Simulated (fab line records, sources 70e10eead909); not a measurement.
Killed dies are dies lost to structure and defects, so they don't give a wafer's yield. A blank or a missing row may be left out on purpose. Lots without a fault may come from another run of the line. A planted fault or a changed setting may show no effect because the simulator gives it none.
fab line records | flow nand_harc
record lots=5 wafers=15 last_day=24
route steps=1159 shown P_STI@99 P_GATE@110 END@1159
lots that met no fault: from a run of the same line without faults
start_h: hours from the record's first day to the start of the lot's first wafer shown | wait_h: hours since the lot's step before | " the same as in the row above | L1.1+2: a row that stands for several wafers | - no value, or no start given | * or withheld: withheld | < > ~ a bound
route shown NAME@n: a module of which the file shows steps, and the number in the route of the first | usual: mean/standard deviation of fault-free wafers | same: alike in all rows | chamber/n: place in a boat | sites: the reading at each site | _std_site: their standard deviation | _edge_site: outer sites' mean less inner sites' | radius_mm: how far each site lies from the wafer's centre | mask NAME#n: copy n | behind: the tool/chamber that last shaped the wafer | hold: why the lot was held/for how many hours/how that ended | device: the transistor (n, p or np) that didn't switch | end of line: the same wafers' tests at the end of the route | a step without rows: its recipe alone | killed: dies lost to structure and defects at the first sort, not the wafer's yield | map: a wafer's dies, x killed, . not, _ none there
set.NAME: the setting as run; set.NAME@STEP: as run at that earlier step | model.NAME: the simulator's own value behind a step, which no gauge read
lots at some steps of the route; a table a step, a row a wafer
services: from which hour (start_h, from the record's first day; less than 0 if before it) a tool's chamber was out of use, for how many hours, and why
## steps
# step NHARC_P_STI_ANNEAL_34
# recipe temp_c=1000 time_s=1800
# step NHARC_P_STI_CMP_21
# recipe t_overpolish_s=20 target_thk_nm=380.67
# usual motor_current_A=12.6/1.1 overpolish_run_s=20.001/0.0098
# columns lot.wafer tool chamber start_h wait_h motor_current_A overpolish_run_s
L111.3 cmp-02 0 51.49 0.4 12.3 20.003
L111.1 " 3 " " 12.5 20.000
L111.5 " 0 " " 12.0 20.013
L112.2 cmp-02 0 61.85 0.4 11.5 19.992
L112.1 " 1 " " 12.5 19.996
L112.3 " 2 " " 12.1 20.002
L125.2 cmp-03 0 138.47 0.4 13.1 20.004
L125.4 " 1 " " 13.7 19.997
L125.6 " 1 " " 13.3 20.003
L131.4 cmp-03 3 176.34 0.4 10.5 19.997
L131.1 " 0 " " 12.9 20.007
L131.6 " 0 " " 13.3 20.001
L132.4 cmp-02 1 182.28 0.4 12.0 20.012
L132.2 " 2 " " 12.4 20.007
L132.6 " 2 " " 12.1 20.018
# step NHARC_P_STI_SRD_35
# step NHARC_P_STI_ETCH_36
# recipe target_depth_a=388 chemistry=dHF material=SiO2
# step NHARC_P_STI_STRIP_24
# recipe temp_c=160 chemistry=H3PO4 material=Si3N4
# step NHARC_P_STI_ETCH_37
# recipe target_depth_a=110 chemistry=dHF material=SiO2
# step NHARC_P_STI_PRECLEAN_38
# recipe time_s=* temp_c=50 bath_age_min=0 chemistry=SC1
# step NHARC_P_STI_SRD_39
# step NHARC_P_STI_OXIDE_40
# recipe target_thk_a=100 temp_c=900 ox_time_s=1362 material=SiO2
# step NHARC_P_STI_INSPECT_25
# usual raw_defect_count=196/63
# columns lot.wafer tool chamber start_h wait_h raw_defect_count
L111.1 defect_inspect-02 - 60.21 0.4 209
L111.3 " - " " 203
L111.5 " - " " 202
L112.1 defect_inspect-02 - 70.36 0.4 114
L112.2 " - " " 162
L112.3 " - " " 351
L125.2 defect_inspect-02 - 146.90 0.4 146
L125.4 " - " " 147
L125.6 " - " " 203
L131.1 defect_inspect-02 - 185.96 0.4 158
L131.4 " - " " 199
L131.6 " - " " 255
L132.2 defect_inspect-01 - 194.06 0.4 169
L132.4 " - " " 221
L132.6 " - " " 330
# step NHARC_P_GATE_ETCH_69
# recipe target_depth_a=140 chemistry=dHF material=SiO2
# step NHARC_P_GATE_PRECLEAN_70
# recipe time_s=* temp_c=50 bath_age_min=0 chemistry=SC1
# columns lot.wafer tool chamber start_h wait_h
L111.5+1+3 wet_bench-09 0,1,3 60.36 0.1
L112.2+3+1 wet_bench-06 6,0,1 70.53 0.1
L125.2+4+6 wet_bench-09 7,0,1 147.05 0.1
L131.1+6+4 wet_bench-06 1,3,5 186.11 0.1
L132.4+2+6 wet_bench-05 0,1,4 194.22 0.1
# step NHARC_P_GATE_SRD_01
# step NHARC_P_GATE_OXIDE_02
# recipe target_thk_a=375 temp_c=950 p_h2o_torr=720 ox_time_s=365 material=SiO2
# step NHARC_P_GATE_DEHYDRATE_03
# recipe temp_c=150 time_s=120
# step NHARC_P_GATE_HMDS_04
# recipe time_s=30
# step NHARC_P_GATE_COAT_05
# recipe spin_rpm=4690
# step NHARC_P_GATE_SOFTBAKE_06
# recipe temp_c=122 time_s=95
# step NHARC_P_GATE_EBR_07
# step NHARC_P_GATE_EXPOSE_08
# recipe na=0.6 dose_mj=16.75 mask_id=P_HV
# step NHARC_P_GATE_PEB_09
# recipe peb_temp_c=118 peb_time_s=85
# step NHARC_P_GATE_DEVELOP_10
# recipe time_s=70
# step NHARC_P_GATE_CD_MEAS_11
# recipe target_cd_nm=1640 landing_energy_ev=500
# usual cd_nm=1639.2/2.8
# same landing_energy_ev=500
# columns lot.wafer tool chamber start_h wait_h cd_nm
L111.1 cd_sem-01 0 68.38 - 1637.7
L111.3 " 0 " " 1638.5
L111.5 " 0 " " 1639.0
L112.1 cd_sem-01 0 78.76 - 1636.1
L112.2 " 0 " " 1635.2
L112.3 " 0 " " 1636.0
L125.2 cd_sem-03 0 155.18 - 1643.8
L125.4 " 0 " " 1637.0
L125.6 " 0 " " 1639.2
L131.1 cd_sem-01 0 193.99 - 1638.8
L131.4 " 0 " " 1639.9
L131.6 " 0 " " 1638.9
L132.2 cd_sem-01 0 202.03 - 1645.0
L132.4 " 0 " " 1643.5
L132.6 " 0 " " 1638.1
# step NHARC_P_GATE_HARDBAKE_12
# recipe temp_c=125 time_s=80
# step NHARC_P_GATE_DESCUM_13
# recipe time_s=3 o2_flow_sccm=200 ar_flow_sccm=0 bias_power_w=0 chemistry=O2
# usual chamber_pressure_mTorr=60.00/0.057 drypump_motor_current_A=5.7/0.43 oes_product_au=1.003/0.013 rf_vpp_V=57.6/0.82 showerhead_plenum_p_Torr=1.90/0.092 throttle_valve_pct=11.312/0.0097
# columns lot.wafer tool chamber start_h wait_h chamber_pressure_mTorr drypump_motor_current_A oes_product_au rf_hours_counter_h rf_vpp_V showerhead_plenum_p_Torr throttle_valve_pct
L111.1 rie_diel-13 2 68.54 - 60.08 5.0 0.959 44 57.6 1.90 11.299
L111.3 " 3 " " 60.02 6.2 1.001 53 57.7 1.77 11.311
L111.5 " 3 " " 60.10 6.1 1.000 - 58.8 1.77 11.314
L112.2 rie_diel-03 3 78.92 - 60.07 6.5 1.006 5 56.6 1.83 11.298
L112.1 " 0 " " 60.00 5.9 0.999 4 57.4 1.87 11.315
L112.3 " 1 " " 60.10 5.4 1.009 4 59.1 2.06 11.318
L125.2 rie_diel-03 2 155.37 - 59.91 5.8 1.005 21 58.2 1.94 11.327
L125.6 " 0 " " 60.02 5.9 0.999 - 58.3 1.87 11.311
L125.4 " 1 " " 60.03 5.4 1.006 - 57.4 2.06 11.306
L131.4 rie_diel-08 2 194.18 - 59.95 5.0 0.979 22 56.7 1.83 11.312
L131.1 " 3 " " 59.97 5.3 1.009 23 57.2 1.79 11.329
L131.6 " 1 " " 60.00 6.0 1.018 - 56.9 1.81 11.313
L132.2 rie_diel-13 3 202.18 - 59.98 6.1 0.996 29 58.7 2.07 11.302
L132.4 " 1 " " 59.99 6.0 0.990 29 56.7 1.87 11.321
L132.6 " 3 " " 60.02 6.2 0.993 - 58.7 2.07 11.325
# step NHARC_P_GATE_ETCH_14
# recipe target_depth_a=488 chemistry=dHF material=SiO2
# step NHARC_P_GATE_STRIP_15
# recipe time_s=780 temp_c=130 chemistry=SPM
# step NHARC_P_GATE_PRECLEAN_71
# recipe time_s=* temp_c=50 bath_age_min=0 chemistry=SC1
# step NHARC_P_GATE_SRD_72
# step NHARC_P_GATE_OXIDE_16
# recipe target_thk_a=30 temp_c=875 ox_time_s=392 material=SiO2
# step NHARC_P_GATE_CVD_17
# recipe target_thk_a=1500 temp_c=620 time_s=900 material=poly-Si
# step NHARC_P_GATE_HM_DEP_102
# recipe target_thk_a=1200 temp_c=400 material=aC
# usual throttle_valve_pct=34.999/0.0097
# columns lot.wafer tool chamber start_h wait_h throttle_valve_pct
L111.1 acl_dep-02 0 82.08 1.6 35.013
L111.3 " 0 " " 34.999
L111.5 " 0 " " 34.969
L112.1 acl_dep-02 0 92.32 1.3 35.002
L112.2 " 0 " " 35.004
L112.3 " 0 " " 35.001
L125.2 acl_dep-03 0 170.91 3.7 35.004
L125.4 " 0 " " 34.997
L125.6 " 0 " " 35.012
L131.1 acl_dep-03 0 206.86 0.4 35.001
L131.4 " 0 " " 35.012
L131.6 " 0 " " 35.008
L132.2 acl_dep-01 0 215.53 1.3 35.001
L132.4 " 0 " " 35.013
L132.6 " 0 " " 34.991
# step NHARC_P_GATE_DEP_103
# recipe target_thk_a=300 target_thk_nm=30 temp_c=400 flow_sccm=200 rf_w=350 material=SiON
# usual heater_power_w=774/100 rf_fwd_power_W=348.5/1.1
# columns lot.wafer tool chamber start_h wait_h heater_power_w rf_fwd_power_W
L111.3 pecvd-04 0 82.79 0.4 869 350.0
L111.1 " 1 " " 748 347.2
L111.5 " 2 " " 594 348.4
L112.1 pecvd-04 2 92.98 0.6 638 349.6
L112.2 " 0 " " 857 349.4
L112.3 " 1 " " 794 347.7
L125.2 pecvd-04 2 171.50 0.5 624 346.2
L125.6 " 2 " " 634 347.2
L125.4 " 0 " " 886 347.3
L131.1 pecvd-02 2 207.58 0.6 793 349.7
L131.4 " 0 " " 828 349.7
L131.6 " 2 " " 802 347.1
L132.2 pecvd-04 1 216.08 0.4 933 347.7
L132.6 " 1 " " 947 347.5
L132.4 " 2 " " 664 349.3
# step NHARC_P_GATE_DEHYDRATE_18
# recipe temp_c=150 time_s=120
# step NHARC_P_GATE_HMDS_19
# recipe time_s=30
# step NHARC_P_GATE_COAT_20
# recipe spin_rpm=1500 resist_thk_nm=90
# step NHARC_P_GATE_SOFTBAKE_21
# recipe temp_c=105 time_s=55
# step NHARC_P_GATE_EBR_22
# step NHARC_P_GATE_EXPOSE_23
# recipe na=1.35 target_cd_nm=120 dose_mj=93.91 mask_id=P_GATE
# step NHARC_P_GATE_PEB_24
# recipe peb_temp_c=100 peb_time_s=65
# step NHARC_P_GATE_DEVELOP_25
# recipe develop_time_s=35 dev_temp_c=23
# step NHARC_P_GATE_INSPECT_28
# usual raw_defect_count=5.8/2.6
# columns lot.wafer tool chamber start_h wait_h raw_defect_count
L111.1 defect_inspect-02 - 83.44 0.0 6
L111.3 " - " " 6
L111.5 " - " " 8
L112.1 defect_inspect-02 - 93.78 0.0 4
L112.2 " - " " 2
L112.3 " - " " 1
L125.2 defect_inspect-01 - 172.30 0.0 3
L125.4 " - " " 6
L125.6 " - " " 15
L131.1 defect_inspect-01 - 208.34 0.0 11
L131.4 " - " " 8
L131.6 " - " " 8
L132.2 defect_inspect-02 - 216.89 0.0 2
L132.4 " - " " 4
L132.6 " - " " 2
# step NHARC_END_SORT_01
# recipe temp_c=25
# usual killed_at_array=27/11 killed_at_other=0.7/1.1 killed_at_periphery=3.6/2.4 killed_dies=32/11 killed_open=3.3/1.8 killed_short=2.1/1.5
# same gross_dies=677
# columns lot.wafer tool chamber start_h wait_h killed_at_array killed_at_other killed_at_periphery killed_dies killed_open killed_short
L125.6 prober-01 0 529.48 3.9 12 0 9 21 2 2
# killed by level:class
L125.6 P_GATE:unspecified=8 A_CONTACT:chamber_film_flake=3 A_CHANNEL_HOLE_D1:chamber_film_flake=3 A_CONTACT:geometric_particle:open=2 A_STAIRCASE:chamber_film_flake=2 P_M0:geometric_particle:short=1 A_M0:geometric_particle:short=1 A_WL_FILL:chamber_film_flake=1
## services
# columns tool chamber start_h hours kind
cmp-02 - 30.50 4.0 pm
rie_diel-13 2 32.08 17.1 repair
rie_diel-03 3 33.71 5.0 repair
rie_diel-03 - 38.30 9.0 pm
acl_dep-03 - 42.00 13.0 pm
cmp-02 - 46.60 0.6 repair
cmp-03 - 50.09 2.5 repair
cmp-03 - 58.00 4.0 pm
cmp-02 - 60.20 0.6 repair
rie_diel-13 - 63.77 2.0 repair
cmp-03 - 65.04 1.2 repair
pecvd-04 - 96.67 0.9 repair
rie_diel-13 - 99.04 9.0 pm
wet_bench-09 - 112.80 8.0 pm
cmp-02 - 128.50 4.0 pm
wet_bench-06 - 129.60 8.0 pm
cmp-02 - 135.54 1.9 repair
pecvd-04 0 138.36 8.4 repair
cmp-02 - 140.17 2.2 repair
rie_diel-03 0 146.55 8.5 repair
rie_diel-03 3 147.82 10.4 repair
cmp-02 - 153.92 2.3 repair
cmp-03 - 156.00 4.0 pm
pecvd-04 - 195.23 13.0 pm
## key
first_sign step=NHARC_P_GATE_INSPECT_28 reading=raw_defect_count direction=up sigmas=3.5 usual=5.8 struck=15
effect none on later readings
met_at NHARC_P_GATE_PRECLEAN_70
struck_wafers L125.6
tester_left_out L125
onset_between 60.36 147.05
fault kind=chamber_particle_source tool=wet_bench-09 chamber=1 onset_h=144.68 steps=NHARC_P_GATE_PRECLEAN_70 rate_per_visit_cm2=0.010752 end_h=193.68
# tester_left_out: of these lots the tester's yield and bins aren't shown, on N5 and GAA mostly nor the transistor test; their killed dies are dies lost to structure and defects alone, not to doping, threshold or leakage, so they don't give the yield
